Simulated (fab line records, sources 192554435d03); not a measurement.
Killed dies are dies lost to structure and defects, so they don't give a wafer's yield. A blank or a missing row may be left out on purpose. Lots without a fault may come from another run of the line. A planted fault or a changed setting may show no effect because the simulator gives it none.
Chamber matching | flow n5_finfet | N5_BEOL_M0_SAQP_ALD_48 on ald_sin-04: 4 sister chambers
The step deposits SiO2, target thk 20 nm, pulse time 1 s, co reactant pulse time 1 s. 24 wafers are shown with their chamber, then 12 later ones without.

WAFERS WITH THEIR CHAMBER
wafer  | chamber | heater_power_w (W) | precursor_pulse_height_rel
L074.1 | 2       | 72                 | 1.034
L074.4 | 1       | 77                 | 1.018
L074.5 | 1       | 79                 | 1.000
L075.3 | 1       | 77                 | 1.027
L075.4 | 2       | 70                 | 1.022
L075.6 | 2       | 72                 | 1.015
L079.1 | 2       | 72                 | 1.013
L079.2 | 1       | 78                 | 0.979
L079.5 | 1       | 77                 | 0.981
L081.2 | 0       | 74                 | 1.013
L081.5 | 0       | 79                 | 0.976
L081.6 | 3       | 84                 | 1.012
L082.1 | 1       | 78                 | 0.992
L082.2 | 3       | 86                 | 1.015
L082.3 | 2       | 72                 | 1.009
L083.4 | 0       | 77                 | 0.977
L083.5 | 2       | 70                 | 1.037
L083.6 | 1       | 78                 | 1.036
L084.2 | 1       | 77                 | 0.970
L084.3 | 0       | 74                 | 1.003
L084.4 | 3       | 82                 | 0.999
L085.4 | 2       | 74                 | 0.995
L085.5 | 0       | 72                 | 0.980
L085.6 | 3       | 84                 | 0.972

SIGNATURES (means of the wafers above)
reading                    | chamber 0 | chamber 1 | chamber 2 | chamber 3 | scatter within a chamber
heater_power_w             | 75.20     | 77.62     | 71.71     | 84.00     | 1.64
precursor_pulse_height_rel | 0.98980   | 1.00038   | 1.01786   | 0.99950   | 0.0196
Rule: a wafer's distance from a chamber is the root of the sum, over the readings, of the square of ((its reading less the chamber's mean) divided by the reading's scatter). The wafer belongs to the nearest chamber; if the next one is less than 2 further off, it can't be placed. The scatter: the root of (the sum of the squares of (reading less its chamber's mean) over the shown wafers, divided by (wafers less chambers)).

WAFERS WITHOUT THEIR CHAMBER
wafer  | heater_power_w (W) | precursor_pulse_height_rel
L086.2 | 76                 | 1.014
L086.4 | 87                 | 0.995
L086.5 | 73                 | 0.994
L087.2 | 85                 | 1.017
L087.3 | 75                 | 0.999
L087.6 | 85                 | 1.020
L093.1 | 71                 | 1.006
L093.2 | 78                 | 0.977
L093.6 | 74                 | 0.975
L094.2 | 79                 | 1.007
L094.3 | 86                 | 1.007
L094.6 | 78                 | 0.999

WHICH CHAMBER EACH WENT THROUGH
wafer  | from the rows above          | in truth
L086.2 | can't be placed: 1 or 0 or 2 | 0
L086.4 | 3                            | 3
L086.5 | can't be placed: 0 or 2 or 1 | 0
L087.2 | 3                            | 3
L087.3 | can't be placed: 0 or 1 or 2 | 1
L087.6 | 3                            | 3
L093.1 | can't be placed: 2 or 0      | 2
L093.2 | can't be placed: 1 or 0      | 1
L093.6 | can't be placed: 0 or 1 or 2 | 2
L094.2 | can't be placed: 1 or 0      | 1
L094.3 | 3                            | 3
L094.6 | can't be placed: 1 or 0      | 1
Placed correctly: 4 of 12. Can't be placed from these rows: 8 (the true chamber is among the candidates in 8). Placed wrongly: 0.
